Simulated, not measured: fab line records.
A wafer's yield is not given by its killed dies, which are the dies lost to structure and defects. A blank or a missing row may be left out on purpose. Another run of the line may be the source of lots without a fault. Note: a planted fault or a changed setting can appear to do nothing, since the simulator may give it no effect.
fab line records	flow n5_finfet
[record] lots = 7	wafers = 21	last_day = 18
route steps=1938 shown BEOL_M9@1426 PASSIVATION@1936
lots untouched by any fault: they come from a run of this same line in which no faults occurred
start_h: hours from the record's first day to the start of the lot's first wafer shown	wait_h: time in hours since the lot's previous step	" repeats the value in the row above	L1.1+2: a single row standing in for several wafers	- no value, or no start was given	* or withheld: withheld	< > ~ a bound
route shown NAME@n: NAME is a module with steps in the file, n the number in the route of the first one	usual: mean/standard deviation of fault-free wafers	same: alike in all rows	chamber/n: place in a boat	sites: per-site readings	_std_site: how widely they spread, as a standard deviation	_edge_site: the outer-site mean with the inner-site mean subtracted	radius_mm: how far each site lies from the wafer's centre	mask NAME#n: copy n	behind: the tool/chamber that last shaped the wafer	hold: why the lot was held/for how many hours/how that ended	device: transistor that didn't switch, given as n, p or np	end of line: the same wafers' tests at the end of the route	a step with no rows: only its recipe	killed: dies lost to structure and defects at the first sort, not the wafer's yield	map: shows each die of a wafer: x if killed, . if not, _ if none is there
set.NAME: the setting as run; set.NAME@STEP: as run at that earlier step	model.NAME: the simulator's own value behind a step, which no gauge read
lots at some steps of the route; a table a step, a row a wafer
services: a tool's chamber out of use, with start hour (start_h, from the record's first day; less than 0 if before it), hours out, and reason
[[steps]]
[step N5_BEOL_M9_COAT_64]
[recipe] resist = SiARC	temp_c = 220	time_s = 60	spin_rpm = 1500	resist_thk_nm = 12
[step N5_BEOL_M9_COAT_75]
[recipe] resist = underlayer	temp_c = 205	time_s = 60	spin_rpm = 1500	resist_thk_nm = 5
[step N5_BEOL_M9_COAT_22]
[recipe] resist = CAR-EUV	spin_rpm = 1500	resist_thk_nm = 30
[step N5_BEOL_M9_EBR_24]
[recipe] solvent = PGMEA	ebr_width_mm = 1.5
[step N5_BEOL_M9_SOFTBAKE_23]
[recipe] temp_c = 110	time_s = 60	resist = CAR-EUV
[step N5_BEOL_M9_EXPOSE_25]
[recipe] mask_id = V8	na = 0.33	source_shape = annular	sigma_inner = 0.4	sigma_outer = 0.8	polarization = unpolarized	dose_mj = 37.25
[step N5_BEOL_M9_PEB_26]
[recipe] peb_temp_c = 100	peb_time_s = 60	resist = CAR-EUV
[step N5_BEOL_M9_DEVELOP_27]
[recipe] develop_time_s = 30	developer = TMAH	resist = CAR-EUV	rinse_liquid = surfactant_rinse	dry = air_spin	dev_temp_c = 23
[step N5_BEOL_M9_CD_MEAS_28]
[recipe] target_cd_nm = 70	landing_energy_ev = 500	detector = se_inlens	polarity = opening
[usual] cd_nm = 70.02/0.24
lot.wafer	tool	chamber	start_h	wait_h	cd_nm
L990.4	cd_sem-03	0	208.87	-	70.17
L990.5	"	0	"	"	69.94
L990.6	"	0	"	"	70.23
L106.2	cd_sem-03	0	295.64	-	69.79
L106.3	"	0	"	"	70.31
L106.6	"	0	"	"	69.83
L104.2	cd_sem-02	0	296.10	-	69.50
L104.3	"	0	"	"	69.60
L104.4	"	0	"	"	69.79
L105.1	cd_sem-02	0	296.27	-	70.34
L105.2	"	0	"	"	70.02
L105.4	"	0	"	"	70.57
L110.1	cd_sem-02	0	343.72	-	70.20
L110.3	"	0	"	"	70.27
L110.5	"	0	"	"	70.41
L112.2	cd_sem-02	0	359.38	-	69.88
L112.4	"	0	"	"	69.55
L112.6	"	0	"	"	69.53
L111.2	cd_sem-02	0	360.89	-	70.38
L111.3	"	0	"	"	70.11
L111.4	"	0	"	"	69.75
[step N5_BEOL_M9_OVL_MEAS_29]
[recipe] points_per_wafer = 522
[usual] V8_OVL = 0.0/0.73
lot.wafer	tool	chamber	start_h	wait_h	V8_OVL[nm]
L990.4	overlay-01	0	208.91	0.0	1.2
L990.5	"	0	"	"	0.5
L990.6	"	0	"	"	0.2
L106.2	overlay-02	0	295.67	0.0	-1.3
L106.3	"	0	"	"	1.1
L106.6	"	0	"	"	-0.7
L104.2	overlay-01	0	296.14	0.0	-0.2
L104.3	"	0	"	"	-0.1
L104.4	"	0	"	"	-0.6
L105.1	overlay-02	0	296.30	0.0	-0.1
L105.2	"	0	"	"	0.6
L105.4	"	0	"	"	1.2
L110.1	overlay-01	0	343.75	0.0	0.3
L110.3	"	0	"	"	-0.2
L110.5	"	0	"	"	-0.1
L112.2	overlay-01	0	359.41	0.0	-0.9
L112.4	"	0	"	"	-0.2
L112.6	"	0	"	"	0.7
L111.2	overlay-02	0	360.92	0.0	-0.1
L111.3	"	0	"	"	2.0
L111.4	"	0	"	"	-0.8
[step N5_BEOL_M9_INSPECT_30]
[recipe] mode = adi	inspect_instrument = brightfield
[usual] raw_defect_count = 389/86
lot.wafer	tool	chamber	start_h	wait_h	raw_defect_count
L990.4	defect_inspect-02	-	208.95	0.0	360
L990.5	"	-	"	"	413
L990.6	"	-	"	"	490
L106.2	defect_inspect-02	-	295.73	0.0	547
L106.3	"	-	"	"	400
L106.6	"	-	"	"	324
L104.2	defect_inspect-01	-	296.19	0.0	354
L104.3	"	-	"	"	494
L104.4	"	-	"	"	387
L105.1	defect_inspect-01	-	296.36	0.1	306
L105.2	"	-	"	"	332
L105.4	"	-	"	"	299
L110.1	defect_inspect-01	-	343.81	0.1	298
L110.3	"	-	"	"	336
L110.5	"	-	"	"	347
L112.2	defect_inspect-01	-	359.47	0.0	359
L112.4	"	-	"	"	360
L112.6	"	-	"	"	367
L111.2	defect_inspect-01	-	360.97	0.0	434
L111.3	"	-	"	"	381
L111.4	"	-	"	"	437
[step N5_BEOL_M9_DESCUM_33]
[recipe] chemistry = O2	time_s = 7	source_power_w = 50	bias_power_w = 20	pressure_mtorr = 20	rf_frequency_hz = 2.712e+07	temp_c = 40	resist = CAR-EUV	o2_flow_sccm = 225
[usual] drypump_motor_current_A = 5.6/0.39	oes_product_au = 0.77/0.081	rf_vpp_V = 242.8/1.3	showerhead_plenum_p_Torr = 2.08/0.063	throttle_valve_pct = 20.51/0.24
lot.wafer	tool	chamber	start_h	wait_h	drypump_motor_current_A	oes_product_au	rf_hours_counter_h	rf_vpp_V	showerhead_plenum_p_Torr	throttle_valve_pct
L990.4	rie_diel-06	1	209.11	0.2	5.8	0.73	-	242.2	2.01	20.67
L990.5	"	2	"	"	5.9	0.70	-	244.1	2.16	20.53
L990.6	"	3	"	"	5.2	0.74	-	244.3	2.18	20.26
L106.2	rie_diel-05	0	296.04	0.3	6.0	0.69	231	243.9	2.15	20.90
L106.3	"	3	"	"	5.7	0.79	124	242.1	2.02	20.25
L106.6	"	0	"	"	5.9	0.69	-	245.5	2.15	20.89
L104.2	rie_diel-06	1	296.24	0.0	5.8	0.71	186	240.8	2.00	20.72
L104.3	"	2	"	"	5.9	0.69	239	242.5	2.15	20.58
L104.4	"	0	"	"	5.7	0.93	22	244.3	2.13	20.00
L105.1	rie_diel-05	2	296.47	0.1	5.1	0.83	82	243.1	2.11	20.31
L105.2	"	3	"	"	5.6	0.79	124	241.6	2.02	20.26
L105.4	"	0	"	"	6.0	0.69	231	243.4	2.15	20.89
L110.1	rie_diel-06	0	344.32	0.5	5.7	0.89	37	244.2	2.13	20.02
L110.3	"	3	"	"	5.2	0.71	217	243.1	2.16	20.31
L110.5	"	0	"	"	5.7	0.89	-	243.4	2.13	20.03
L112.2	rie_diel-05	1	359.50	0.0	5.6	0.67	240	241.5	1.98	20.66
L112.4	"	0	"	"	6.0	0.68	249	243.6	2.14	20.92
L112.6	"	2	"	"	5.1	0.80	-	243.5	2.10	20.32
L111.2	rie_diel-04	3	361.01	0.0	5.1	0.73	199	242.4	2.07	20.78
L111.3	"	0	"	"	5.6	0.77	115	242.3	2.03	20.61
L111.4	"	3	"	"	5.1	0.72	-	242.5	2.07	20.77
[step N5_BEOL_M9_ETCH_76]
[recipe] chemistry = N2/H2	target = underlayer	target_depth_a = 65	mask_material = CAR-EUV	time_s = 5.2	ion_energy_ev = 200	pressure_mtorr = 30	source_w = 840	bias_w = 150	n2_flow_sccm = 200	h2_flow_sccm = 200	ends = cleared
[usual] bias_w = 150.0/0.43	chamber_pressure_mTorr = 29.99/0.042	drypump_motor_current_A = 5.6/0.39	etch_rf_on_time_s = 5.22/0.091	oes_product_au = 0.66/0.07	rf_vpp_V = 523.2/2.4	showerhead_plenum_p_Torr = 2.52/0.081	throttle_valve_pct = 17.90/0.26
lot.wafer	tool	chamber	start_h	wait_h	bias_w	chamber_pressure_mTorr	drypump_motor_current_A	etch_rf_on_time_s	oes_product_au	rf_hours_counter_h	rf_vpp_V	showerhead_plenum_p_Torr	throttle_valve_pct	model.CAR-EUV_of_BEOL_M9_COAT_22.thk_nm
L990.4	rie_diel-06	1	209.14	0.0	149.1	29.93	5.8	5.24	0.62	-	521.7	2.43	17.94	20.4
L990.5	"	2	"	"	149.4	30.04	5.9	5.25	0.60	-	526.7	2.62	17.89	20.4
L990.6	"	3	"	"	150.1	29.93	5.2	5.24	0.64	-	526.2	2.64	17.60	20.4
L106.2	rie_diel-05	0	296.08	0.0	-	-	-	-	-	-	-	-	-	26
L106.3	"	3	"	"	-	-	-	-	-	-	-	-	-	26
L106.6	"	0	"	"	-	-	-	-	-	-	-	-	-	26
L104.2	rie_diel-06	1	296.27	0.0	-	-	-	-	-	-	-	-	-	25.8
L104.3	"	2	"	"	-	-	-	-	-	-	-	-	-	26
L104.4	"	0	"	"	-	-	-	-	-	-	-	-	-	26
L105.1	rie_diel-05	2	296.50	0.0	-	-	-	-	-	-	-	-	-	26
L105.2	"	3	"	"	-	-	-	-	-	-	-	-	-	26
L105.4	"	0	"	"	-	-	-	-	-	-	-	-	-	26
L110.1	rie_diel-06	0	344.35	0.0	150.2	30.01	5.7	5.09	0.76	37	526.0	2.60	17.51	20.4
L110.3	"	3	"	"	150.3	29.98	5.2	5.22	0.60	217	525.9	2.62	17.69	20.2
L110.5	"	0	"	"	150.3	30.06	5.7	5.09	0.76	-	525.8	2.60	17.50	20.2
L112.2	rie_diel-05	1	359.54	0.0	149.8	29.97	5.5	5.25	0.58	240	522.3	2.40	18.14	20.4
L112.4	"	0	"	"	149.4	30.01	6.0	5.44	0.57	249	524.4	2.60	18.35	20.4
L112.6	"	2	"	"	149.5	29.97	5.1	5.28	0.69	-	524.0	2.55	17.69	20.4
L111.2	rie_diel-04	3	361.04	0.0	149.8	29.98	5.1	5.33	0.62	199	522.7	2.53	18.28	20.2
L111.3	"	0	"	"	150.0	29.94	5.6	5.11	0.67	115	520.2	2.46	17.96	20.4
L111.4	"	3	"	"	150.3	29.98	5.1	5.24	0.62	-	521.2	2.53	18.29	20.2
[step N5_BEOL_M9_ETCH_65]
[recipe] chemistry = CF4	target = SiARC	target_depth_a = 156	mask_material = CAR-EUV	time_s = 26	ion_energy_ev = 80	pressure_mtorr = 40	source_w = 545	bias_w = 36	Ar_flow_sccm = 100	cf4_flow_sccm = 100	ends = cleared
[usual] bias_w = 36.00/0.1	cf4_flow_sccm = 100.0/0.31	drypump_motor_current_A = 5.6/0.39	etch_rf_on_time_s = 26.0/0.43	oes_product_au = 0.66/0.069	rf_vpp_V = 183.8/1.2	showerhead_plenum_p_Torr = 2.12/0.066	throttle_valve_pct = 15.70/0.24
lot.wafer	tool	chamber	start_h	wait_h	bias_w	cf4_flow_sccm	drypump_motor_current_A	etch_rf_on_time_s	oes_product_au	rf_hours_counter_h	rf_vpp_V	showerhead_plenum_p_Torr	throttle_valve_pct	model.CAR-EUV_of_BEOL_M9_COAT_22.thk_nm
L990.4	rie_diel-06	1	209.16	0.0	36.05	99.9	5.8	26.4	0.62	-	184.1	2.05	15.80	11.2
L990.5	"	2	"	"	36.07	100.2	5.9	26.2	0.61	-	184.1	2.21	15.79	11.2
L990.6	"	3	"	"	35.82	100.0	5.2	26.0	0.64	-	184.7	2.22	15.50	11.2
L106.2	rie_diel-05	0	296.09	0.0	35.81	99.6	6.0	26.7	0.59	231	185.6	2.20	16.13	16.8
L106.3	"	3	"	"	35.88	99.7	5.6	25.9	0.68	124	183.4	2.07	15.43	16.8
L106.6	"	0	"	"	35.87	100.1	6.0	26.7	0.59	-	184.1	2.20	16.10	16.8
L104.2	rie_diel-06	1	296.29	0.0	36.08	100.8	5.8	26.3	0.60	186	183.4	2.04	15.85	16.8
L104.3	"	2	"	"	36.23	100.0	5.9	26.3	0.58	239	185.3	2.20	15.82	16.8
L104.4	"	0	"	"	35.84	100.2	5.7	25.4	0.79	22	183.7	2.18	15.16	16.8
L105.1	rie_diel-05	2	296.52	0.0	35.91	100.0	5.1	26.3	0.70	82	185.0	2.16	15.56	16.8
L105.2	"	3	"	"	35.89	99.7	5.6	26.4	0.67	124	183.7	2.07	15.44	16.8
L105.4	"	0	"	"	36.10	99.3	6.0	26.9	0.58	231	184.7	2.20	16.12	16.8
L110.1	rie_diel-06	0	344.37	0.0	36.05	100.0	5.7	25.7	0.76	37	184.6	2.18	15.17	11.2
L110.3	"	3	"	"	35.98	99.5	5.2	26.3	0.61	217	185.6	2.21	15.59	11
L110.5	"	0	"	"	36.03	99.6	5.7	25.5	0.76	-	185.0	2.18	15.18	11
L112.2	rie_diel-05	1	359.55	0.0	36.02	100.4	5.5	26.0	0.58	241	182.0	2.03	15.85	11.2
L112.4	"	0	"	"	35.93	100.0	6.0	27.2	0.57	249	183.2	2.19	16.14	11.2
L112.6	"	2	"	"	36.06	100.5	5.1	26.2	0.69	-	186.2	2.16	15.59	11.2
L111.2	rie_diel-04	3	361.06	0.0	35.97	99.8	5.1	26.3	0.62	199	183.6	2.13	16.01	11
L111.3	"	0	"	"	36.02	100.2	5.6	25.7	0.66	115	182.4	2.07	15.73	11.2
L111.4	"	3	"	"	36.12	100.1	5.1	26.1	0.62	-	184.3	2.13	16.02	11
[step N5_BEOL_M9_ETCH_66]
[recipe] chemistry = N2/H2	target = SOC	target_depth_a = 800	overetch_a = 160	mask_material = SiARC	temp_c = 40	time_s = 120	ion_energy_ev = 200	pressure_mtorr = 30	source_w = 840	bias_w = 150	n2_flow_sccm = 200	h2_flow_sccm = 200
[usual] bias_w = 150.0/0.41	chamber_pressure_mTorr = 30.003/0.03	drypump_motor_current_A = 5.6/0.39	oes_product_au = 0.59/0.059	rf_vpp_V = 523.2/2.3	showerhead_plenum_p_Torr = 2.52/0.081	throttle_valve_pct = 17.86/0.26
lot.wafer	tool	chamber	start_h	wait_h	bias_w	chamber_pressure_mTorr	drypump_motor_current_A	oes_product_au	rf_hours_counter_h	rf_vpp_V	showerhead_plenum_p_Torr	throttle_valve_pct
L990.4	rie_diel-06	1	209.21	0.0	149.4	29.980	5.8	0.56	-	520.8	2.43	17.89
L990.5	"	2	"	"	150.5	29.966	5.9	0.54	-	525.6	2.62	17.85
L990.6	"	3	"	"	150.3	30.016	5.2	0.58	-	524.5	2.64	17.57
L106.2	rie_diel-05	0	296.12	0.0	149.9	29.987	6.0	0.53	231	525.1	2.61	18.29
L106.3	"	3	"	"	149.9	30.023	5.6	0.61	124	521.9	2.45	17.57
L106.6	"	0	"	"	149.9	29.978	6.0	0.54	-	525.4	2.61	18.29
L104.2	rie_diel-06	1	296.32	0.0	149.5	30.016	5.8	0.54	186	520.4	2.42	17.95
L104.3	"	2	"	"	150.2	29.972	5.9	0.53	239	525.3	2.61	17.91
L104.4	"	0	"	"	149.7	30.049	5.7	0.71	22	525.9	2.61	17.43
L105.1	rie_diel-05	2	296.55	0.0	149.7	29.939	5.1	0.63	82	525.5	2.56	17.63
L105.2	"	3	"	"	150.4	29.984	5.7	0.61	124	521.0	2.45	17.57
L105.4	"	0	"	"	149.0	29.976	6.0	0.53	231	526.6	2.61	18.28
L110.1	rie_diel-06	0	344.40	0.0	150.0	30.032	5.7	0.68	37	524.0	2.60	17.46
L110.3	"	3	"	"	149.6	30.052	5.2	0.55	217	526.4	2.62	17.66
L110.5	"	0	"	"	149.8	29.955	5.7	0.68	-	525.5	2.60	17.46
L112.2	rie_diel-05	1	359.58	0.0	150.4	30.041	5.5	0.51	241	520.2	2.40	18.10
L112.4	"	0	"	"	150.9	30.025	6.0	0.53	250	525.4	2.60	18.34
L112.6	"	2	"	"	149.9	30.038	5.1	0.63	-	524.9	2.55	17.65
L111.2	rie_diel-04	3	361.09	0.0	150.1	30.055	5.1	0.56	199	522.7	2.53	18.24
L111.3	"	0	"	"	149.8	30.015	5.6	0.59	115	521.7	2.46	17.94
L111.4	"	3	"	"	149.6	29.994	5.1	0.56	-	523.8	2.53	18.24
[step N5_PASSIVATION_PROBE_49]
[usual] defect_limited_yield = 91.4/1.5	killed_at_M0_to_M3 = 31/11	killed_at_M4_up = 13/5.5	killed_at_contacts = 13/6.3	killed_at_front_end = 40/13	killed_at_other = 3.3/2.6	killed_dies = 101/18	killed_open = 67/13	killed_short = 33/7.9	sort_bin_5_function = 5.1/1	sort_bin_6_memory = 3.2/0.68	sort_n_pass = 1079/18	sort_yield_pct = 91.4/1.5
[same] gross_dies = 1180	killed_at_back_side = 0	sort_bin_4_leakage[%] = 0	sort_bin_8_speed[%] = 0
lot.wafer	tool	chamber	start_h	wait_h	defect_limited_yield[%]	killed_at_M0_to_M3	killed_at_M4_up	killed_at_contacts	killed_at_front_end	killed_at_other	killed_dies	killed_open	killed_short	sort_bin_5_function[%]	sort_bin_6_memory[%]	sort_n_pass	sort_yield_pct[%]
L106.2	prober-02	-	356.33	0.1	91.7	17	21	18	41	1	98	56	41	4.4	3.6	1082	91.7
L106.3	prober-02	-	356.38	0.1	90.6	31	11	12	56	1	111	73	38	5.5	3.5	1069	90.6
L106.6	prober-02	-	356.53	0.3	91.3	22	18	24	37	2	103	63	39	5.0	3.6	1077	91.3
L105.1	prober-02	-	359.06	0.0	90.1	55	13	9	38	2	117	80	37	5.1	4.7	1063	90.1
L105.2	prober-02	-	359.11	0.1	87.9	47	10	11	69	6	143	91	52	6.1	5.2	1037	87.9
L105.4	prober-02	-	359.21	0.2	88.3	54	23	20	39	2	138	92	46	7.0	4.1	1042	88.3
// killed by level:class
L106.2 MOL_CONTACT_COAG:geometric_particle:open=13 FIN_SAQP:geometric_particle:open=10 FIN_SAQP:geometric_particle:short=9 BEOL_M4:geometric_particle:open=8 GATE_CUT:geometric_particle:short=6 MOL_CONTACT_COAG:geometric_particle:short=5 BEOL_M0_SAQP:geometric_particle:short=5 STI_FIN_REVEAL:geometric_particle:open=4
L106.3 FIN_SAQP:geometric_particle:open=17 STI_FIN_REVEAL:geometric_particle:open=15 FIN_SAQP:geometric_particle:short=12 MOL_CONTACT_COAG:geometric_particle:open=10 BEOL_M1:geometric_particle:open=7 BEOL_M0_SAQP:geometric_particle:open=5 BEOL_M0_SAQP:geometric_particle:short=4 BEOL_M2:geometric_particle:open=4
L106.6 MOL_CONTACT_COAG:geometric_particle:open=20 BEOL_M4:geometric_particle:open=11 FIN_SAQP:geometric_particle:short=9 FIN_SAQP:geometric_particle:open=8 BEOL_M0_SAQP:geometric_particle:open=8 STI_FIN_REVEAL:geometric_particle:open=6 BEOL_M0_SAQP:geometric_particle:short=6 GATE_CUT:geometric_particle:short=5
L105.1 BEOL_M0_SAQP:geometric_particle:short=13 BEOL_M4:geometric_particle:open=11 BEOL_M3:geometric_particle:open=10 FIN_SAQP:geometric_particle:open=9 MOL_CONTACT_COAG:geometric_particle:open=9 BEOL_M0_SAQP:geometric_particle:open=9 BEOL_M1:geometric_particle:open=9 FIN_SAQP:geometric_particle:short=8
L105.2 FIN_SAQP:geometric_particle:open=15 STI_FIN_REVEAL:geometric_particle:open=13 BEOL_M3:geometric_particle:open=12 BEOL_M0_SAQP:geometric_particle:short=11 FIN_SAQP:geometric_particle:short=10 MOL_CONTACT_COAG:geometric_particle:open=9 STI_FIN_REVEAL:geometric_particle:short=8 BEOL_M2:geometric_particle:open=6
L105.4 MOL_CONTACT_COAG:geometric_particle:open=14 BEOL_M4:geometric_particle:open=12 BEOL_M0_SAQP:geometric_particle:short=11 BEOL_M0_SAQP:geometric_particle:open=11 BEOL_M1:geometric_particle:open=11 FIN_SAQP:geometric_particle:open=9 BEOL_M3:geometric_particle:open=8 FIN_SAQP:geometric_particle:short=7
[[services]]
tool	chamber	start_h	hours	kind
rie_diel-06	0	208.32	-	clean
rie_diel-06	0	208.32	-	consumable_replace:focus_ring
rie_diel-06	0	208.32	17.7	scheduled_down
rie_diel-06	0	208.32	17.7	vent_cycle
rie_diel-04	1	244.83	-	clean
rie_diel-04	1	244.83	-	consumable_replace:focus_ring
rie_diel-04	1	244.83	22.6	scheduled_down
rie_diel-04	1	244.83	22.6	vent_cycle
rie_diel-04	-	284.96	14.6	pm
rie_diel-06	2	331.19	-	clean
rie_diel-06	2	331.19	-	consumable_replace:focus_ring
rie_diel-06	2	331.19	25.2	scheduled_down
rie_diel-06	2	331.19	25.2	vent_cycle
rie_diel-04	1	335.55	41.2	repair
rie_diel-05	0	361.04	-	clean
rie_diel-05	0	361.04	-	consumable_replace:focus_ring
rie_diel-05	0	361.04	27.7	scheduled_down
rie_diel-05	0	361.04	27.7	vent_cycle
[[key]]
[first_sign] step = N5_BEOL_M9_ETCH_76	reading = tool_record	direction = missing
effect none on later readings
[model_effect] step = N5_BEOL_M9_ETCH_76	value = CAR-EUV_of_BEOL_M9_COAT_22.thk_nm	without = 20.29	struck = 25.98
[model_effect] step = N5_BEOL_M9_ETCH_65	value = CAR-EUV_of_BEOL_M9_COAT_22.thk_nm	without = 11.09	struck = 16.8
met_at N5_BEOL_M9_ETCH_76
struck_wafers L104.2,L104.3,L104.4,L105.1,L105.2,L105.4,L106.2,L106.3,L106.6
onset_between 209.14 296.08
[fault] kind = skipped_step_whole	tool = rie_diel-05,rie_diel-06	chamber = -	onset_h = 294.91	steps = N5_BEOL_M9_ETCH_76	scope = struck_lots_only
